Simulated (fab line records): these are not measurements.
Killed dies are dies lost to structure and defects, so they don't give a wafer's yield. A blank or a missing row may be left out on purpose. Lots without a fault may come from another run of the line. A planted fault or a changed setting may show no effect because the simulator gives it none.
Chamber matching + flow n5Finfet + rieDiel-04 running N5_MOL_CONTACT_COAG_ETCH_110: 4 sister chambers
The step etches Si in CF4/O2, target depth 2.5 nm, time 8 s. 14 wafers are shown with their chamber, then 7 later ones without.

## WAFERS WITH THEIR CHAMBER
| wafer  | chamber | drypumpMotorCurrentA (A) | showerheadPlenumPTorr (Torr) | oes_ar_750_au (a.u.) |
|--------|---------|--------------------------|------------------------------|----------------------|
| L076.1 | 2       | 6.2                      | 2.22                         | 0.77                 |
| L076.4 | 0       | 6.0                      | 2.21                         | 0.69                 |
| L076.6 | 1       | 5.3                      | 2.30                         | 0.71                 |
| L078.1 | 1       | 5.3                      | 2.29                         | 0.71                 |
| L078.3 | 2       | 6.2                      | 2.22                         | 0.75                 |
| L078.4 | 0       | 6.0                      | 2.21                         | 0.69                 |
| L085.3 | 2       | 6.2                      | 2.21                         | 0.75                 |
| L085.4 | 0       | 6.0                      | 2.20                         | 0.68                 |
| L085.6 | 2       | 6.2                      | 2.21                         | 0.75                 |
| L086.2 | 1       | 5.3                      | 2.29                         | 0.71                 |
| L086.3 | 3       | 5.4                      | 2.30                         | 0.69                 |
| L086.6 | 0       | 6.0                      | 2.20                         | 0.68                 |
| L088.3 | 3       | 5.3                      | 2.30                         | 0.69                 |
| L088.5 | 0       | 6.0                      | 2.20                         | 0.68                 |

SIGNATURES (averages over the wafers above)
| reading               | chamber 0 | chamber 1 | chamber 2 | chamber 3 | scatter within a chamber |
|-----------------------|-----------|-----------|-----------|-----------|--------------------------|
| drypumpMotorCurrentA  | 6.000     | 5.300     | 6.200     | 5.350     | 0.0224                   |
| showerheadPlenumPTorr | 2.2040    | 2.2933    | 2.2150    | 2.3000    | 0.00535                  |
| oes_ar_750_au         | 0.6840    | 0.7100    | 0.7550    | 0.6900    | 0.00648                  |
Rule: a wafer's distance from a chamber is the root of the sum, over the readings, of the square of ((its reading less the chamber's mean) divided by the reading's scatter). The wafer belongs to the nearest chamber; if the next one is less than 2 further off, it can't be placed. The scatter is the square root of a quotient: the sum, over the shown wafers, of each reading's squared deviation from its chamber's mean, divided by wafers minus chambers.

## WAFERS MISSING THEIR CHAMBER
| wafer  | drypumpMotorCurrentA (A) | showerheadPlenumPTorr (Torr) | oes_ar_750_au (a.u.) |
|--------|--------------------------|------------------------------|----------------------|
| L088.6 | 5.3                      | 2.30                         | 0.69                 |
| L089.2 | 5.3                      | 2.30                         | 0.69                 |
| L089.4 | 6.0                      | 2.20                         | 0.68                 |
| L089.5 | 5.4                      | 2.29                         | 0.69                 |
| L093.3 | 5.3                      | 2.29                         | 0.68                 |
| L093.5 | 6.0                      | 2.19                         | 0.68                 |
| L093.6 | 5.3                      | 2.28                         | 0.70                 |

## CHAMBER TAKEN BY EACH
| wafer  | from the rows above     | in truth |
|--------|-------------------------|----------|
| L088.6 | can't be placed: 3 or 1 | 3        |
| L089.2 | can't be placed: 3 or 1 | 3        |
| L089.4 | 0                       | 0        |
| L089.5 | 3                       | 3        |
| L093.3 | can't be placed: 3 or 1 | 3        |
| L093.5 | 0                       | 0        |
| L093.6 | can't be placed: 1 or 3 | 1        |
Correct placement for 3 of the 7. Not placeable from these rows: 4 (in 4, the candidates include the true chamber). Placed wrongly: 0.
